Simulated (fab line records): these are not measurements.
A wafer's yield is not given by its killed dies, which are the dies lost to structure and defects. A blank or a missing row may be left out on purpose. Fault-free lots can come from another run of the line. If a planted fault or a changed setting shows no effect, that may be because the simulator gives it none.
fab line records    flow n5-finfet    part 1 of 2: steps 1 to 3 of 6
record lots=24  wafers=72  last-day=18
route steps=1938 shown ZERO_LAYER@14 FIN_SAQP@97 FIN_CUT@166 STI_FIN_REVEAL@208 DUMMY_GATE@218
lots that met no fault: from a run of the same line without faults
start-h: the number of hours between the record's first day and the start of the first shown wafer of the lot    wait-h: time in hours since the lot's previous step    " unchanged from the row above    L1.1+2: a single row standing in for several wafers    - either no value or no given start    * or withheld: withheld    < > ~ a bound
route shown NAME@n: a module of which the file shows steps, and the number in the route of the first    usual: average and standard deviation across the fault-free wafers    same: alike in all rows    chamber/n: place in a boat    sites: each site's reading    _std_site: the values' standard deviation    _edge_site: the outer-site mean with the inner-site mean subtracted    radius-mm: how far each site lies from the wafer's centre    mask NAME#n: copy n    behind: the last tool/chamber to shape the wafer    hold: why the lot went on hold/how many hours it stayed there/how the hold came to an end    device: which transistor (n, p or np) failed to switch    end of line: the same wafers' tests at the end of the route    a step given without rows: its recipe and nothing more    killed: not the wafer's yield, but the dies lost to structure and defects at the first sort    map: a wafer's dies, x killed, . not, _ none there
set.NAME: the setting that was run; set.NAME@STEP: the one run at that earlier step    model.NAME: the simulator's own value behind a step, which no gauge read
one table for each step of the route and one row for each wafer, over a sample of lots
services: from which hour (start-h, from the record's first day; less than 0 if before it) a tool's chamber was out of use, for how many hours, and why
## steps
# step N5_ZERO_LAYER_DESCUM_16
# recipe chemistry=O2  time-s=7.9  source-power-w=50  bias-power-w=20  pressure-mtorr=20  rf-frequency-hz=2.712e+07  temp-c=40  o2-flow-sccm=225
# usual drypump-motor-current-A=5.6/0.44  oes-product-au=0.79/0.1  rf-vpp-V=243.1/1.2  showerhead-plenum-p-Torr=2.08/0.053  throttle-valve-pct=20.50/0.21
lot.wafer  tool         chamber  start-h  wait-h  drypump-motor-current-A  oes-product-au  rf-hours-counter-h  rf-vpp-V  showerhead-plenum-p-Torr  throttle-valve-pct
L074.3     rie-diel-06  0        12.80    0.0     5.2                      0.90            25                  243.8     2.04                      20.13
L074.4     "            2        "        "       6.0                      0.72            174                 242.9     2.08                      20.41
L074.6     "            2        "        "       6.0                      0.73            -                   244.6     2.07                      20.41
L075.1     rie-diel-04  1        18.68    0.0     5.2                      0.76            153                 244.0     2.09                      20.28
L075.3     "            0        "        "       5.9                      0.76            136                 243.4     2.11                      20.67
L075.5     "            2        "        "       5.7                      0.72            -                   242.2     2.01                      20.91
L076.1     rie-diel-04  0        24.68    0.0     5.9                      0.76            138                 243.5     2.11                      20.69
L076.4     "            2        "        "       5.7                      0.73            -                   242.2     2.01                      20.91
L076.6     "            1        "        "       5.2                      0.76            -                   243.9     2.09                      20.28
L077.3     rie-diel-04  2        30.70    0.0     5.7                      0.72            186                 241.0     2.01                      20.90
L077.4     "            2        "        "       5.7                      0.72            -                   241.1     2.01                      20.90
L077.6     "            0        "        "       5.9                      0.76            -                   243.5     2.11                      20.70
L078.2     rie-diel-04  2        36.71    0.0     5.7                      0.74            187                 241.0     2.01                      20.89
L078.3     "            1        "        "       5.2                      0.76            159                 242.2     2.08                      20.29
L078.6     "            0        "        "       5.9                      0.75            -                   243.3     2.11                      20.68
L079.1     rie-diel-03  2        42.94    0.2     5.3                      0.69            213                 241.8     2.08                      20.48
L079.4     "            3        "        "       6.3                      1.00            5                   243.7     2.16                      20.59
L079.6     "            1        "        "       5.4                      0.71            -                   239.9     1.99                      20.80
L080.4     rie-diel-03  2        48.81    0.0     5.3                      0.68            214                 242.8     2.08                      20.48
L080.5     "            3        "        "       6.3                      1.00            -                   243.5     2.16                      20.59
L080.6     "            2        "        "       5.3                      0.68            -                   243.6     2.08                      20.46
L081.3     rie-diel-03  3        55.38    0.6     6.3                      0.99            9                   243.8     2.16                      20.58
L081.5     "            2        "        "       5.3                      0.69            -                   244.1     2.08                      20.50
L081.6     "            1        "        "       5.4                      0.70            -                   241.3     1.98                      20.82
L082.2     rie-diel-04  3        60.68    0.0     5.2                      0.94            8                   243.7     2.07                      20.48
L082.4     "            1        "        "       5.3                      0.75            167                 243.9     2.08                      20.32
L082.5     "            3        "        "       5.2                      0.94            -                   242.7     2.07                      20.48
L083.1     rie-diel-06  3        66.68    0.0     6.2                      0.96            7                   245.5     2.13                      20.21
L083.4     "            0        "        "       5.2                      0.88            37                  243.2     2.03                      20.13
L083.6     "            3        "        "       6.2                      0.96            -                   244.5     2.13                      20.19
L084.1     rie-diel-03  0        72.81    0.0     5.1                      0.75            163                 244.5     2.08                      20.37
L084.4     "            3        "        "       6.4                      0.95            14                  242.7     2.15                      20.60
L084.6     "            3        "        "       6.4                      0.96            -                   243.3     2.15                      20.61
L085.1     rie-diel-06  3        78.81    0.0     6.2                      0.95            10                  244.2     2.13                      20.21
L085.2     "            0        "        "       5.2                      0.87            40                  243.1     2.03                      20.11
L085.3     "            1        "        "       5.7                      0.78            142                 243.8     2.09                      20.55
L086.2     rie-diel-03  1        84.89    0.0     5.3                      0.69            248                 241.5     1.98                      20.83
L086.3     "            3        "        "       6.4                      0.95            18                  244.0     2.15                      20.61
L086.4     "            2        "        "       5.3                      0.68            226                 243.3     2.07                      20.48
L087.1     rie-diel-03  2        90.68    0.0     5.3                      0.68            227                 242.9     2.07                      20.50
L087.3     "            1        "        "       5.4                      0.69            249                 241.1     1.98                      20.83
L087.5     "            0        "        "       5.1                      0.74            -                   242.7     2.08                      20.39
L088.1     rie-diel-06  3        96.70    0.1     6.2                      0.94            15                  242.4     2.13                      20.21
L088.4     "            2        "        "       6.1                      0.71            195                 244.2     2.07                      20.46
L088.5     "            3        "        "       6.2                      0.95            -                   243.5     2.13                      20.21
L089.1     rie-diel-04  1        102.80   0.0     5.2                      0.74            179                 242.8     2.08                      20.33
L089.5     "            2        "        "       5.7                      0.71            -                   241.3     2.00                      20.93
L089.6     "            3        "        "       5.2                      0.90            -                   242.0     2.07                      20.50
L090.1     rie-diel-03  0        108.68   0.0     5.1                      0.74            173                 243.8     2.08                      20.42
L090.3     "            2        "        "       5.3                      0.68            232                 243.2     2.07                      20.52
L090.6     "            3        "        "       6.4                      0.94            -                   244.2     2.15                      20.63
L091.1     rie-diel-03  3        114.81   0.0     6.4                      0.93            27                  243.5     2.15                      20.62
L091.2     "            0        "        "       5.1                      0.73            176                 242.6     2.07                      20.41
L091.4     "            2        "        "       5.3                      0.67            -                   242.2     2.07                      20.51
L092.1     rie-diel-06  3        120.99   0.0     6.2                      0.92            21                  245.3     2.13                      20.24
L092.2     "            0        "        "       5.2                      0.85            52                  241.6     2.03                      20.14
L092.3     "            1        "        "       5.7                      0.76            153                 242.3     2.09                      20.58
L093.1     rie-diel-06  3        126.76   0.1     6.2                      0.92            21                  243.8     2.13                      20.21
L093.3     "            0        "        "       5.2                      0.85            54                  242.5     2.03                      20.13
L093.4     "            2        "        "       6.0                      0.71            202                 241.4     2.07                      20.45
L094.3     rie-diel-03  1        133.07   0.3     5.4                      0.95            3                   245.2     2.24                      20.47
L094.4     "            3        "        "       6.4                      0.92            33                  243.7     2.15                      20.64
L094.6     "            2        "        "       5.3                      0.68            -                   242.0     2.07                      20.52
L095.2     rie-diel-06  1        138.87   0.0     5.7                      0.77            160                 243.4     2.08                      20.57
L095.5     "            1        "        "       5.7                      0.77            -                   241.8     2.08                      20.58
L095.6     "            2        "        "       6.0                      0.70            -                   242.5     2.06                      20.47
L096.3     rie-diel-03  1        145.21   0.4     5.3                      0.93            7                   246.2     2.24                      20.50
L096.5     "            3        "        "       6.4                      0.91            -                   245.5     2.14                      20.63
L096.6     "            1        "        "       5.4                      0.93            -                   245.7     2.24                      20.47
L097.2     rie-diel-06  0        150.70   0.0     5.2                      0.85            61                  241.1     2.02                      20.16
L097.3     "            3        "        "       6.2                      0.92            26                  245.2     2.13                      20.23
L097.5     "            2        "        "       6.1                      0.70            -                   243.5     2.06                      20.47
# step N5_FIN_SAQP_THK_MEAS_05
# usual thk-nm=38.3/0.52
lot.wafer  tool           chamber  start-h  wait-h  thk-nm
L074.3     film-metro-02  -        20.99    0.1     38.2
L074.4     "              -        "        "       38.4
L074.6     "              -        "        "       38.9
L075.1     film-metro-01  -        27.49    0.1     38.7
L075.3     "              -        "        "       38.3
L075.5     "              -        "        "       39.2
L076.1     film-metro-01  -        32.79    0.1     37.9
L076.4     "              -        "        "       38.7
L076.6     "              -        "        "       38.4
L077.3     film-metro-01  -        39.52    0.1     38.2
L077.4     "              -        "        "       37.9
L077.6     "              -        "        "       38.5
L078.2     film-metro-01  -        46.42    0.1     38.2
L078.3     "              -        "        "       38.9
L078.6     "              -        "        "       38.9
L079.1     film-metro-01  -        51.19    0.1     37.6
L079.4     "              -        "        "       38.1
L079.6     "              -        "        "       38.0
L080.4     film-metro-01  -        56.95    0.0     38.0
L080.5     "              -        "        "       38.2
L080.6     "              -        "        "       38.6
L081.3     film-metro-01  -        64.23    0.1     38.2
L081.5     "              -        "        "       38.6
L081.6     "              -        "        "       38.5
L082.2     film-metro-01  -        68.99    0.1     37.3
L082.4     "              -        "        "       38.6
L082.5     "              -        "        "       38.8
L083.1     film-metro-01  -        75.65    0.1     38.2
L083.4     "              -        "        "       39.3
L083.6     "              -        "        "       39.2
L084.1     film-metro-01  -        83.54    0.1     37.4
L084.4     "              -        "        "       37.9
L084.6     "              -        "        "       38.2
L085.1     film-metro-02  -        87.53    0.1     38.3
L085.2     "              -        "        "       38.4
L085.3     "              -        "        "       38.2
L086.2     film-metro-02  -        93.27    0.1     37.9
L086.3     "              -        "        "       37.7
L086.4     "              -        "        "       38.2
L087.1     film-metro-01  -        100.86   0.1     37.3
L087.3     "              -        "        "       38.1
L087.5     "              -        "        "       39.0
L088.1     film-metro-01  -        104.54   0.1     38.1
L088.4     "              -        "        "       39.1
L088.5     "              -        "        "       38.4
L089.1     film-metro-01  -        111.97   0.1     37.9
L089.5     "              -        "        "       37.6
L089.6     "              -        "        "       38.3
L090.1     film-metro-02  -        118.87   0.1     37.6
L090.3     "              -        "        "       37.6
L090.6     "              -        "        "       38.1
L091.1     film-metro-02  -        123.34   0.1     38.0
L091.2     "              -        "        "       38.6
L091.4     "              -        "        "       38.4
L092.1     film-metro-01  -        130.31   0.1     38.4
L092.2     "              -        "        "       38.6
L092.3     "              -        "        "       39.0
L093.1     film-metro-02  -        136.46   0.1     38.4
L093.3     "              -        "        "       38.2
L093.4     "              -        "        "       39.1
L094.3     film-metro-02  -        141.89   0.1     37.8
L094.4     "              -        "        "       38.3
L094.6     "              -        "        "       38.8
L095.2     film-metro-02  -        147.38   0.1     37.5
L095.5     "              -        "        "       38.8
L095.6     "              -        "        "       39.1
L096.3     film-metro-02  -        153.71   0.1     38.1
L096.5     "              -        "        "       38.9
L096.6     "              -        "        "       39.5
L097.2     film-metro-02  -        159.38   0.1     38.0
L097.3     "              -        "        "       37.8
L097.5     "              -        "        "       38.4
# step N5_FIN_CUT_DESCUM_13
# recipe chemistry=O2  time-s=7  source-power-w=50  bias-power-w=20  pressure-mtorr=20  rf-frequency-hz=2.712e+07  temp-c=40  resist=CAR-EUV  o2-flow-sccm=225
# usual drypump-motor-current-A=5.6/0.42  oes-product-au=0.79/0.097  rf-vpp-V=242.9/1.1  showerhead-plenum-p-Torr=2.08/0.051  throttle-valve-pct=20.50/0.22
lot.wafer  tool         chamber  start-h  wait-h  drypump-motor-current-A  oes-product-au  rf-hours-counter-h  rf-vpp-V  showerhead-plenum-p-Torr  throttle-valve-pct
L074.3     rie-diel-03  3        26.41    0.0     6.4                      1.03            0                   244.1     2.16                      20.59
L074.4     "            0        "        "       5.1                      0.77            149                 243.7     2.08                      20.37
L074.6     "            0        "        "       5.1                      0.76            -                   242.6     2.08                      20.36
L075.1     rie-diel-04  0        33.29    0.0     5.9                      0.75            141                 243.5     2.11                      20.70
L075.3     "            1        "        "       5.2                      0.75            158                 243.8     2.09                      20.29
L075.5     "            1        "        "       5.3                      0.75            -                   241.3     2.09                      20.26
L076.1     rie-diel-03  3        39.03    0.1     6.4                      1.00            3                   245.1     2.16                      20.57
L076.4     "            0        "        "       5.1                      0.75            153                 242.3     2.08                      20.38
L076.6     "            3        "        "       6.4                      1.00            -                   242.7     2.16                      20.59
L077.3     rie-diel-06  3        45.46    0.0     6.2                      0.99            1                   245.9     2.13                      20.20
L077.4     "            0        "        "       5.2                      0.89            31                  242.3     2.03                      20.08
L077.6     "            0        "        "       5.2                      0.89            -                   242.2     2.03                      20.11
L078.2     rie-diel-04  3        51.94    0.3     5.1                      0.94            6                   243.4     2.07                      20.47
L078.3     "            0        "        "       5.9                      0.73            147                 242.8     2.11                      20.69
L078.6     "            1        "        "       5.2                      0.75            -                   242.7     2.08                      20.31
L079.1     rie-diel-06  1        56.53    0.0     5.7                      0.80            137                 243.7     2.09                      20.56
L079.4     "            0        "        "       5.2                      0.87            34                  240.9     2.03                      20.12
L079.6     "            2        "        "       6.1                      0.72            -                   243.3     2.07                      20.44
L080.4     rie-diel-03  3        62.46    0.0     6.3                      0.98            11                  243.2     2.15                      20.58
L080.5     "            3        "        "       6.4                      0.97            -                   244.8     2.15                      20.60
L080.6     "            0        "        "       5.1                      0.75            -                   242.2     2.08                      20.38
L081.3     rie-diel-06  2        69.82    0.0     6.1                      0.72            188                 243.7     2.07                      20.44
L081.5     "            0        "        "       5.2                      0.88            -                   242.3     2.03                      20.11
L081.6     "            1        "        "       5.7                      0.78            -                   242.6     2.09                      20.55
L082.2     rie-diel-06  0        74.62    0.0     5.2                      0.87            39                  241.9     2.03                      20.13
L082.4     "            3        "        "       6.2                      0.94            9                   244.1     2.13                      20.19
L082.5     "            1        "        "       5.7                      0.78            -                   242.7     2.09                      20.55
L083.1     rie-diel-06  0        82.30    0.5     5.2                      0.87            41                  242.7     2.03                      20.12
L083.4     "            1        "        "       5.7                      0.79            144                 244.3     2.09                      20.56
L083.6     "            1        "        "       5.7                      0.79            -                   243.5     2.09                      20.56
L084.1     rie-diel-03  2        89.49    0.0     5.3                      0.68            226                 243.2     2.07                      20.48
L084.4     "            0        "        "       5.1                      0.74            167                 243.0     2.08                      20.37
L084.6     "            1        "        "       5.4                      0.69            -                   241.6     1.98                      20.83
L085.1     rie-diel-03  2        94.16    0.0     5.3                      0.67            228                 243.8     2.07                      20.50
L085.2     "            0        "        "       5.1                      0.73            168                 242.8     2.08                      20.38
L085.3     "            3        "        "       6.4                      0.93            19                  243.3     2.15                      20.62
L086.2     rie-diel-04  1        101.43   0.0     5.3                      0.74            179                 244.5     2.08                      20.33
L086.3     "            2        "        "       5.7                      0.71            206                 242.2     2.00                      20.92
L086.4     "            0        "        "       5.9                      0.74            160                 243.6     2.10                      20.73
L087.1     rie-diel-04  1        106.96   0.2     5.3                      0.74            180                 242.6     2.08                      20.34
L087.3     "            2        "        "       5.7                      0.72            208                 240.7     2.00                      20.93
L087.5     "            1        "        "       5.2                      0.74            -                   242.4     2.08                      20.31
L088.1     rie-diel-04  0        114.87   0.0     5.9                      0.72            164                 244.2     2.10                      20.73
L088.4     "            3        "        "       5.2                      0.90            23                  242.3     2.07                      20.50
L088.5     "            0        "        "       5.9                      0.73            -                   243.2     2.10                      20.74
L089.1     rie-diel-06  1        120.04   0.0     5.7                      0.77            153                 241.9     2.09                      20.56
L089.5     "            0        "        "       5.2                      0.86            -                   242.9     2.03                      20.15
L089.6     "            1        "        "       5.7                      0.78            -                   243.8     2.09                      20.57
L090.1     rie-diel-04  0        125.11   0.0     5.9                      0.73            168                 243.3     2.10                      20.74
L090.3     "            2        "        "       5.7                      0.70            213                 240.8     2.00                      20.94
L090.6     "            0        "        "       5.9                      0.73            -                   242.6     2.10                      20.75
L091.1     rie-diel-04  1        129.78   0.0     5.2                      0.73            188                 242.0     2.08                      20.35
L091.2     "            0        "        "       5.9                      0.73            170                 242.5     2.10                      20.74
L091.4     "            3        "        "       5.2                      0.88            27                  241.5     2.07                      20.51
L092.1     rie-diel-04  2        135.92   0.0     5.7                      0.72            217                 240.9     2.00                      20.97
L092.2     "            3        "        "       5.2                      0.89            29                  241.5     2.07                      20.51
L092.3     "            0        "        "       5.9                      0.73            171                 243.9     2.10                      20.74
L093.1     rie-diel-03  1        142.12   0.0     5.4                      0.94            6                   245.2     2.24                      20.50
L093.3     "            2        "        "       5.3                      0.67            244                 241.7     2.07                      20.53
L093.4     "            2        "        "       5.3                      0.66            -                   241.6     2.07                      20.51
L094.3     rie-diel-03  3        147.90   0.0     6.4                      0.91            37                  244.3     2.15                      20.62
L094.4     "            2        "        "       5.3                      0.66            -                   243.1     2.07                      20.52
L094.6     "            0        "        "       5.1                      0.73            -                   243.0     2.07                      20.43
L095.2     rie-diel-06  1        152.86   0.0     5.7                      0.76            164                 244.3     2.08                      20.59
L095.5     "            2        "        "       6.1                      0.70            -                   243.4     2.06                      20.46
L095.6     "            3        "        "       6.2                      0.91            -                   243.4     2.13                      20.24
L096.3     rie-diel-06  2        159.33   0.0     6.0                      0.70            213                 243.0     2.06                      20.47
L096.5     "            2        "        "       6.0                      0.69            -                   242.2     2.06                      20.46
L096.6     "            1        "        "       5.7                      0.76            -                   242.3     2.08                      20.59
L097.2     rie-diel-03  0        166.06   0.0     5.1                      0.72            191                 242.6     2.07                      20.41
L097.3     "            3        "        "       6.4                      0.90            44                  244.0     2.14                      20.62
L097.5     "            0        "        "       5.1                      0.73            -                   243.2     2.07                      20.42
